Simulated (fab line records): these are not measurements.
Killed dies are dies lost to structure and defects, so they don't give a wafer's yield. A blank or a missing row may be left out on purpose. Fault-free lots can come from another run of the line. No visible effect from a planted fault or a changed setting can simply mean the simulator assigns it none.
fab line records -- flow n5Finfet
record lots=5, wafers=15, lastDay=19
route steps=1938 shown BEOL_M8@1350 PASSIVATION@1936
lots that met no fault: from a run of the same line without faults
startH: hours from the record's first day to the start of the lot's first wafer shown -- waitH: hours since the lot's step before -- " unchanged from the row above -- L1.1+2: a single row standing in for several wafers -- - no value, or no start given -- * or withheld: withheld -- < > ~ a bound
route shown NAME@n: names a module that has steps shown in the file, with the first one's number in the route -- usual: the fault-free wafers' mean and standard deviation -- same: alike in all rows -- chamber/n: place in a boat -- sites: per-site readings -- _std_site: the values' standard deviation -- _edge_site: inner sites' mean taken away from outer sites' mean -- radiusMm: how far each site lies from the wafer's centre -- mask NAME#n: copy n -- behind: the most recent tool/chamber to have shaped the wafer -- hold: reason for holding the lot/hours on hold/outcome of the hold -- device: transistor that didn't switch, given as n, p or np -- end of line: the same wafers' tests at the end of the route -- where a step has no rows: the recipe by itself -- killed: at the first sort, the dies lost to defects and structure; wafer yield is something else -- map: per-die view of a wafer (x killed, . not killed, _ where there is no die)
set.NAME: the run value of the setting; set.NAME@STEP: its run value at that earlier step -- model.NAME: the simulator's own value behind a step, which no gauge read
a table for each step, a row for each wafer; lots at some steps of the route
services: when a tool's chamber went out of use (startH, in hours from the record's first day, below 0 if earlier), for how many hours, and the reason
## steps
# step N5_BEOL_M8_ETCH_62
# recipe chemistry=N2/H2, target=SOC, targetDepthA=1100, overetchA=220, maskMaterial=SiARC, tempC=40, timeS=165, ionEnergyEv=200, pressureMtorr=30, sourceW=840, biasW=150, n2FlowSccm=200, h2FlowSccm=200
# step N5_BEOL_M8_STRIP_68
# recipe chemistry=N2/H2, tempC=40, n2FlowSccm=200, h2FlowSccm=200, rfFrequencyHz=6e+07
# step N5_BEOL_M8_STRIP_67
# recipe chemistry=CF4, resist=SiARC, powerW=300, biasPowerW=75, pressureMtorr=50, cf4FlowSccm=150, rfFrequencyHz=6e+07
# step N5_BEOL_M8_HM_OPEN_17
# recipe chemistry=Cl2/BCl3, targetDepthA=200, overetchA=60, target=TiN, maskMaterial=SOC, ionEnergyEv=150, pressureMtorr=10, icpW=1000, biasW=126, Cl2_flow_sccm=53.25, bcl3FlowSccm=21.75, Ar_flow_sccm=25
# step N5_BEOL_M8_STRIP_19
# recipe chemistry=O2, powerW=400, tempC=40, pressureMtorr=30, rfFrequencyHz=6e+07, biasPowerW=0, overashFraction=0.2, o2FlowSccm=225
# step N5_BEOL_M8_COAT_63
# recipe resist=SOC, tempC=250, timeS=60, spinRpm=1500, resistThkNm=60
# step N5_BEOL_M8_COAT_64
# recipe resist=SiARC, tempC=220, timeS=60, spinRpm=1500, resistThkNm=12
# step N5_BEOL_M8_COAT_71
# recipe resist=underlayer, tempC=205, timeS=60, spinRpm=1500, resistThkNm=5
# step N5_BEOL_M8_COAT_22
# recipe resist=CAR-EUV, spinRpm=1500, resistThkNm=30
# step N5_BEOL_M8_EBR_24
# recipe solvent=PGMEA, ebrWidthMm=1.5
# step N5_BEOL_M8_SOFTBAKE_23
# recipe tempC=110, timeS=60, resist=CAR-EUV
# step N5_BEOL_M8_EXPOSE_25
# recipe maskId=V7, na=0.33, sourceShape=annular, sigmaInner=0.4, sigmaOuter=0.8, polarization=unpolarized, targetCdNm=40, doseMj=42.5
# usual exposureDoseMJCm2=42.46/0.041, stageMsdNm=0.860/0.018
lot.wafer,tool,chamber,startH,waitH,mask,exposureDoseMJCm2,stageMsdNm
L187.1,euvScanner-01,0,226.51,-,V7#0,42.45,0.880
L187.4,euvScanner-01,0,226.51,-,V7#0,42.50,0.886
L187.5,euvScanner-01,0,226.51,-,V7#0,42.45,0.881
L189.1,euvScanner-01,0,241.44,-,V7#0,43.32,0.877
L189.3,euvScanner-01,0,241.44,-,V7#0,43.29,0.878
L189.4,euvScanner-01,0,241.44,-,V7#0,43.27,0.878
L191.2,euvScanner-01,0,249.42,-,V7#0,43.08,0.873
L191.3,euvScanner-01,0,249.42,-,V7#0,43.13,0.874
L191.5,euvScanner-01,0,249.42,-,V7#0,43.06,0.875
L192.1,euvScanner-01,0,255.10,-,V7#0,42.87,0.872
L192.2,euvScanner-01,0,255.10,-,V7#0,42.95,0.870
L192.3,euvScanner-01,0,255.10,-,V7#0,42.91,0.869
L205.2,euvScanner-02,0,378.64,-,V7#0,42.45,0.865
L205.4,euvScanner-02,0,378.64,-,V7#0,42.45,0.865
L205.5,euvScanner-02,0,378.64,-,V7#0,42.45,0.868
# step N5_BEOL_M8_PEB_26
# recipe pebTempC=100, pebTimeS=60, resist=CAR-EUV
# step N5_BEOL_M8_DEVELOP_27
# recipe developTimeS=30, developer=TMAH, resist=CAR-EUV, rinseLiquid=surfactantRinse, dry=airSpin, devTempC=23
# step N5_BEOL_M8_DESCUM_33
# recipe chemistry=O2, timeS=7, sourcePowerW=50, biasPowerW=20, pressureMtorr=20, rfFrequencyHz=2.712e+07, tempC=40, resist=CAR-EUV, o2FlowSccm=225
# usual drypumpMotorCurrentA=5.8/0.42, oesProductAu=0.80/0.11, rfVppV=243.2/1.5, showerheadPlenumPTorr=2.10/0.087, throttleValvePct=20.4/0.3
lot.wafer,tool,chamber,startH,waitH,drypumpMotorCurrentA,oesProductAu,rfHoursCounterH,rfVppV,showerheadPlenumPTorr,throttleValvePct,model.BEOL_M8.cdNm
L187.1,rieDiel-05,1,226.77,0.0,5.5,0.67,248,240.9,2.05,20.6,39.8
L187.4,rieDiel-05,3,226.77,0.0,6.1,0.72,-,241.6,1.99,20.5,40.2
L187.5,rieDiel-05,2,226.77,0.0,6.1,0.72,-,245.7,2.17,20.8,40
L189.1,rieDiel-03,3,242.06,0.4,5.2,0.70,212,240.8,1.98,20.7,40.6
L189.3,rieDiel-03,2,242.06,0.4,5.2,0.97,6,242.1,2.07,20.5,40.6
L189.4,rieDiel-03,1,242.06,0.4,6.1,0.94,15,242.6,2.05,19.8,40.6
L191.2,rieDiel-01,1,249.68,0.0,6.1,0.85,62,243.2,2.11,20.1,40.4
L191.3,rieDiel-01,2,249.68,0.0,5.5,0.86,67,243.1,2.12,20.3,40.6
L191.5,rieDiel-01,3,249.68,0.0,5.7,0.87,-,245.6,2.22,20.7,40.6
L192.1,rieDiel-03,0,255.71,0.4,6.2,0.68,235,244.2,2.16,20.7,40.2
L192.2,rieDiel-03,2,255.71,0.4,5.2,0.96,10,243.4,2.07,20.5,40.2
L192.3,rieDiel-03,1,255.71,0.4,6.1,0.93,20,242.0,2.05,19.8,40.4
L205.2,rieDiel-01,1,378.88,0.0,6.1,0.80,104,242.3,2.10,20.2,39.8
L205.4,rieDiel-01,0,378.88,0.0,5.1,0.74,165,244.6,2.17,20.5,40
L205.5,rieDiel-01,0,378.88,0.0,5.1,0.73,-,243.5,2.17,20.5,40
# step N5_BEOL_M8_ETCH_72
# recipe chemistry=N2/H2, target=underlayer, targetDepthA=65, maskMaterial=CAR-EUV, timeS=5.2, ionEnergyEv=200, pressureMtorr=30, sourceW=840, biasW=150, n2FlowSccm=200, h2FlowSccm=200, ends=cleared
# step N5_BEOL_M8_ETCH_65
# recipe chemistry=CF4, target=SiARC, targetDepthA=156, maskMaterial=CAR-EUV, timeS=26, ionEnergyEv=80, pressureMtorr=40, sourceW=545, biasW=36, Ar_flow_sccm=100, cf4FlowSccm=100, ends=cleared
# step N5_BEOL_M8_ETCH_66
# recipe chemistry=N2/H2, target=SOC, targetDepthA=800, overetchA=160, maskMaterial=SiARC, tempC=40, timeS=120, ionEnergyEv=200, pressureMtorr=30, sourceW=840, biasW=150, n2FlowSccm=200, h2FlowSccm=200
# usual drypumpMotorCurrentA=5.8/0.42, oesProductAu=0.61/0.081, rfVppV=524/3, showerheadPlenumPTorr=2.55/0.11, throttleValvePct=17.75/0.27
lot.wafer,tool,chamber,startH,waitH,drypumpMotorCurrentA,oesProductAu,rfHoursCounterH,rfVppV,showerheadPlenumPTorr,throttleValvePct,model.BEOL_M8.cdNm
L187.1,rieDiel-05,1,226.85,0.0,5.5,0.52,248,522,2.48,17.93,40
L187.4,rieDiel-05,3,226.85,0.0,6.1,0.55,-,520,2.40,17.77,40.2
L187.5,rieDiel-05,2,226.85,0.0,6.1,0.56,-,525,2.63,18.00,39.6
L189.1,rieDiel-03,3,242.14,0.0,5.1,0.54,212,521,2.40,18.01,40.2
L189.3,rieDiel-03,2,242.14,0.0,5.2,0.73,6,523,2.48,17.55,40.8
L189.4,rieDiel-03,1,242.14,0.0,6.1,0.73,16,523,2.50,17.29,40.4
L191.2,rieDiel-01,1,249.76,0.0,6.1,0.64,62,524,2.58,17.61,40.2
L191.3,rieDiel-01,2,249.76,0.0,5.6,0.64,67,524,2.58,17.68,40.2
L191.5,rieDiel-01,3,249.76,0.0,5.7,0.67,-,529,2.71,18.09,40.4
L192.1,rieDiel-03,0,255.79,0.0,6.2,0.52,235,526,2.61,18.05,40.2
L192.2,rieDiel-03,2,255.79,0.0,5.2,0.72,10,522,2.48,17.56,40.2
L192.3,rieDiel-03,1,255.79,0.0,6.1,0.71,20,523,2.50,17.30,40.4
L205.2,rieDiel-01,1,378.96,0.0,6.1,0.62,104,526,2.56,17.69,40
L205.4,rieDiel-01,0,378.96,0.0,5.2,0.57,165,528,2.64,17.82,39.8
L205.5,rieDiel-01,0,378.96,0.0,5.2,0.56,-,526,2.64,17.84,39.8
# step N5_BEOL_M8_STRIP_69
# recipe chemistry=N2/H2, tempC=40, n2FlowSccm=200, h2FlowSccm=200, rfFrequencyHz=6e+07
# step N5_PASSIVATION_PROBE_49
# usual defectLimitedYield=91.3/1.7, killed_at_M0_to_M3=33/9.9, killed_at_M4_up=14/6.4, killedAtContacts=12/7, killedAtFrontEnd=41/13, killedAtOther=3.1/2.9, killedDies=103/20, killedOnRim=13/4, killedOpen=67/14, killedShort=34/9.4, sort_bin_4_leakage=0.03/0.24, sort_bin_5_function=5.1/1.1, sort_bin_6_memory=3.2/0.79, sortNPass=1077/21, sortYieldPct=91.2/1.7
# same grossDies=1180, killedAtBackSide=0, sort_bin_8_speed[%]=0
lot.wafer,tool,chamber,startH,waitH,defectLimitedYield[%],killed_at_M0_to_M3,killed_at_M4_up,killedAtContacts,killedAtFrontEnd,killedAtOther,killedDies,killedOnRim,killedOpen,killedShort,sort_bin_4_leakage[%],sort_bin_5_function[%],sort_bin_6_memory[%],sortNPass,sortYieldPct[%]
L187.1,prober-02,-,290.51,0.5,91.8,33,13,22,28,1,97,11,73,24,0,5.6,2.5,1083,91.8
L187.4,prober-02,-,290.66,0.7,90.8,33,14,12,42,7,108,15,73,35,0,5.5,3.6,1072,90.8
L187.5,prober-02,-,290.71,0.7,93.3,22,11,11,22,13,79,9,56,23,0,4.0,2.4,1101,93.3
L189.1,prober-02,-,302.87,0.0,92.5,34,10,9,35,1,89,12,59,29,0,4.6,2.7,1091,92.5
L189.3,prober-02,-,302.97,0.1,92.1,37,9,6,38,3,93,7,62,31,0,4.2,3.1,1087,92.1
L189.4,prober-02,-,303.02,0.2,88.5,52,15,9,60,0,136,19,83,47,0,7.0,4.0,1044,88.5
L191.2,prober-01,-,319.07,0.1,91.2,29,21,10,41,3,104,15,60,41,0,5.5,3.1,1076,91.2
L191.3,prober-01,-,319.12,0.1,90.3,32,5,4,72,2,115,15,68,47,0,6.2,3.0,1065,90.3
L191.5,prober-01,-,319.22,0.2,91.3,32,17,20,32,2,103,16,82,21,0,6.5,2.2,1077,91.3
L192.1,prober-02,-,324.82,0.0,89.6,36,9,23,53,2,123,17,79,40,0,5.2,4.7,1057,89.6
L192.2,prober-02,-,324.87,0.1,92.1,21,13,17,27,15,93,11,56,37,0,4.2,3.1,1087,92.1
L192.3,prober-02,-,324.92,0.1,92.2,34,5,14,38,1,92,8,54,34,1.02,4.2,2.9,1076,91.2
L205.2,prober-02,-,461.85,0.1,92.5,28,14,9,36,2,89,13,61,26,0,4.2,2.9,1091,92.5
L205.4,prober-02,-,461.95,0.2,90.3,33,17,10,49,6,115,14,80,35,0,5.9,3.4,1065,90.3
L205.5,prober-02,-,462.00,0.2,91.3,38,18,2,42,3,103,11,68,32,0,5.4,2.9,1077,91.3
# killed by level:class
L187.1 MOL_CONTACT_COAG:geometricParticle:open=18 STI_FIN_REVEAL:geometricParticle:open=11 BEOL_M4:geometricParticle:open=9 BEOL_M3:geometricParticle:open=7 BEOL_M1:geometricParticle:open=7 BEOL_M0_SAQP:geometricParticle:open=6 BEOL_M0_SAQP:geometricParticle:short=4 MOL_CONTACT_COAG:geometricParticle:short=4
L187.4 FIN_SAQP:geometricParticle:short=14 STI_FIN_REVEAL:geometricParticle:open=10 MOL_CONTACT_COAG:geometricParticle:open=9 BEOL_M1:geometricParticle:open=8 BEOL_M2:geometricParticle:open=8 FIN_SAQP:geometricParticle:open=7 BEOL_M0_SAQP:geometricParticle:open=5 BEOL_M4:geometricParticle:open=5
L187.5 MOL_CONTACT_COAG:geometricParticle:open=11 BEOL_M4:geometricParticle:open=8 BEOL_M3:geometricParticle:open=7 BEOL_M1:geometricParticle:open=5 STI_FIN_REVEAL:geometricParticle:open=4 BEOL_M0_SAQP:geometricParticle:open=4 PASS1_CAP:geometricParticle:short=4 STARTING-WAFER:geometricParticle:open=4
L189.1 MOL_CONTACT_COAG:geometricParticle:open=9 STI_FIN_REVEAL:geometricParticle:open=8 FIN_SAQP:geometricParticle:open=7 FIN_SAQP:geometricParticle:short=7 BEOL_M1:geometricParticle:open=7 BEOL_M0_SAQP:geometricParticle:open=6 BEOL_M0_SAQP:geometricParticle:short=5 BEOL_M2:geometricParticle:open=5
L189.3 STI_FIN_REVEAL:geometricParticle:open=8 DUMMY_GATE:geometricParticle:open=7 GATE_CUT:geometricParticle:short=7 BEOL_M3:geometricParticle:open=7 BEOL_M1:geometricParticle:open=7 BEOL_M2:geometricParticle:open=6 BEOL_M0_SAQP:geometricParticle:open=5 FIN_SAQP:geometricParticle:short=4
L189.4 FIN_SAQP:geometricParticle:short=19 STI_FIN_REVEAL:geometricParticle:open=15 BEOL_M1:geometricParticle:open=10 BEOL_M2:geometricParticle:open=9 FIN_SAQP:geometricParticle:open=8 DUMMY_GATE:geometricParticle:open=7 MOL_CONTACT_COAG:geometricParticle:open=7 BEOL_M0:geometricParticle:open=6
L191.2 FIN_SAQP:geometricParticle:short=12 FIN_SAQP:geometricParticle:open=10 BEOL_M4:geometricParticle:open=9 BEOL_M1:geometricParticle:open=7 MOL_CONTACT_COAG:geometricParticle:short=6 BEOL_M0_SAQP:geometricParticle:open=5 BEOL_M3:geometricParticle:open=5 STARTING-WAFER:geometricParticle:short=5
L191.3 FIN_SAQP:geometricParticle:short=30 FIN_SAQP:geometricParticle:open=17 BEOL_M0_SAQP:geometricParticle:open=8 BEOL_M3:geometricParticle:open=8 DUMMY_GATE:geometricParticle:open=6 BEOL_M2:geometricParticle:open=6 STI_FIN_REVEAL:geometricParticle:open=5 BEOL_M1:geometricParticle:open=5
L191.5 MOL_CONTACT_COAG:geometricParticle:open=18 FIN_SAQP:geometricParticle:open=11 BEOL_M3:geometricParticle:open=8 BEOL_M0_SAQP:geometricParticle:open=8 BEOL_M1:geometricParticle:open=7 BEOL_M4:geometricParticle:open=7 ILD0:geometricParticle:open=4 STI_FIN_REVEAL:geometricParticle:open=3
L192.1 MOL_CONTACT_COAG:geometricParticle:open=18 FIN_SAQP:geometricParticle:open=14 FIN_SAQP:geometricParticle:short=9 BEOL_M0_SAQP:geometricParticle:short=9 BEOL_M3:geometricParticle:open=8 BEOL_M0_SAQP:geometricParticle:open=8 MOL_CONTACT_COAG:geometricParticle:short=5 DUMMY_GATE:geometricParticle:open=4
L192.2 MOL_CONTACT_COAG:geometricParticle:open=12 FIN_SAQP:geometricParticle:open=9 FIN_SAQP:geometricParticle:short=7 BEOL_M1:geometricParticle:open=6 BEOL_M4:geometricParticle:open=6 PAD_METAL:geometricParticle:short=6 MOL_CONTACT_COAG:geometricParticle:short=5 BEOL_M0_SAQP:geometricParticle:short=4
L192.3 FIN_SAQP:geometricParticle:open=11 BEOL_M1:geometricParticle:open=9 MOL_CONTACT_COAG:geometricParticle:open=8 BEOL_M0_SAQP:geometricParticle:short=7 MOL_CONTACT_COAG:geometricParticle:short=6 DUMMY_GATE:geometricParticle:open=5 STI_FIN_REVEAL:geometricParticle:open=4 BEOL_M3:geometricParticle:open=4
L205.2 FIN_SAQP:geometricParticle:open=9 FIN_SAQP:geometricParticle:short=7 STI_FIN_REVEAL:geometricParticle:open=7 MOL_CONTACT_COAG:geometricParticle:open=7 BEOL_M1:geometricParticle:open=5 BEOL_M2:geometricParticle:open=5 BEOL_M5:geometricParticle:open=5 BEOL_M2:geometricParticle:short=4
L205.4 FIN_SAQP:geometricParticle:open=16 BEOL_M0_SAQP:geometricParticle:open=9 BEOL_M1:geometricParticle:open=9 MOL_CONTACT_COAG:geometricParticle:open=8 STI_FIN_REVEAL:geometricParticle:open=7 FIN_SAQP:geometricParticle:short=6 BEOL_M0_SAQP:geometricParticle:short=6 DUMMY_GATE:geometricParticle:open=5
L205.5 BEOL_M0_SAQP:geometricParticle:open=13 BEOL_M0_SAQP:geometricParticle:short=10 BEOL_M4:geometricParticle:open=7 STI_FIN_REVEAL:geometricParticle:open=6 BEOL_M3:geometricParticle:open=6 DUMMY_GATE:geometricParticle:open=5 BEOL_M1:geometricParticle:open=5 FIN_SAQP:geometricParticle:short=4
## services
tool,chamber,startH,hours,kind
rieDiel-03,2,208.58,-,clean
rieDiel-03,2,208.58,-,consumableReplace:focusRing
rieDiel-03,2,208.58,19.2,scheduledDown
rieDiel-03,2,208.58,19.2,ventCycle
rieDiel-01,-,216.73,1.2,repair
euvScanner-01,-,218.91,0.8,repair
euvScanner-01,-,232.33,1.0,pm
rieDiel-05,1,237.91,6.5,repair
euvScanner-02,-,241.10,12.0,pm
euvScanner-01,-,252.45,0.2,repair
euvScanner-02,-,253.10,1.0,pm
rieDiel-03,0,258.93,7.9,repair
rieDiel-03,1,266.71,8.6,repair
rieDiel-03,1,289.50,8.2,repair
euvScanner-01,-,292.07,1.0,pm
euvScanner-02,-,297.85,1.0,pm
rieDiel-03,0,302.02,-,clean
euvScanner-01,-,308.43,4.6,pm
rieDiel-05,1,308.63,4.9,repair
rieDiel-03,2,309.62,9.7,repair
rieDiel-05,1,329.31,1.2,repair
euvScanner-01,-,344.63,1.0,pm
euvScanner-02,-,354.00,1.0,pm
euvScanner-01,-,355.01,5.8,pm
## key
firstSign step=N5_BEOL_M8_EXPOSE_25, reading=exposureDoseMJCm2, direction=up, sigmas=15, usual=42.46, struck=43.10
effect none on later readings
modelEffect step=N5_BEOL_M8_DESCUM_33, value=BEOL_M8.cdNm, without=40.13, struck=40.47
modelEffect step=N5_BEOL_M8_ETCH_66, value=BEOL_M8.cdNm, without=39.98, struck=40.33
metAt N5_BEOL_M8_EXPOSE_25
struckWafers L189.1,L189.3,L189.4,L191.2,L191.3,L191.5,L192.1,L192.2,L192.3
loopTrim step=N5_BEOL_M8_EXPOSE_25, setting=dose, lots=L191,L192
onsetBetween 226.51 241.44
fault kind=processParameterDrift, tool=euvScanner-01, chamber=-, onsetH=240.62, steps=N5_BEOL_M8_EXPOSE_25, channel=doseMj, offset=0.78986, shape=step, actsIn=theseRecipesOnly, stated=42.5
# loopTrim: a control loop set the setting to another value than it would have without faults
